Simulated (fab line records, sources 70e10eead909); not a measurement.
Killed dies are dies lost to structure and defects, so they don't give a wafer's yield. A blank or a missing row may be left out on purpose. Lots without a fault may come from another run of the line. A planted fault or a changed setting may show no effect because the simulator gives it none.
Chamber matching | flow nand_harc | NHARC_A_STAIRCASE_DEP_301 on pecvd-02: 3 sister chambers
The step deposits SiON, target thk 30 nm. 3 wafers are shown with their chamber, then 7 later ones without.

WAFERS WITH THEIR CHAMBER
wafer  | chamber | heater_power_w (W)
L089.6 | 0       | 867
L090.1 | 2       | 656
L090.3 | 1       | 797

WAFERS WITHOUT THEIR CHAMBER
wafer  | heater_power_w (W)
L090.5 | 821
L093.1 | 899
L093.4 | 719
L093.6 | 872
L096.2 | 812
L096.3 | 839
L096.5 | 852

WHICH CHAMBER EACH WENT THROUGH
wafer  | from the rows above     | in truth
L090.5 | can't be placed: 1 or 0 | 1
L093.1 | 0                       | 0
L093.4 | can't be placed: 2 or 1 | 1
L093.6 | 0                       | 0
L096.2 | can't be placed: 1 or 0 | 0
L096.3 | can't be placed: 0 or 1 | 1
L096.5 | can't be placed: 0 or 1 | 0
Placed correctly: 2 of 7. Can't be placed from these rows: 5 (the true chamber is among the candidates in 5). Placed wrongly: 0.
How it was worked out, from the rows above alone: a wafer's distance from a chamber is the root of the sum, over the readings, of the square of ((its reading less the chamber's mean) divided by the reading's scatter). The wafer belongs to the nearest chamber; if the next one is less than 2 further off, it can't be placed. A chamber's mean is the mean of its shown wafers. The scatter: with one shown wafer a chamber, the root of the mean of the squares of how far each hidden wafer lies from its nearest shown one.
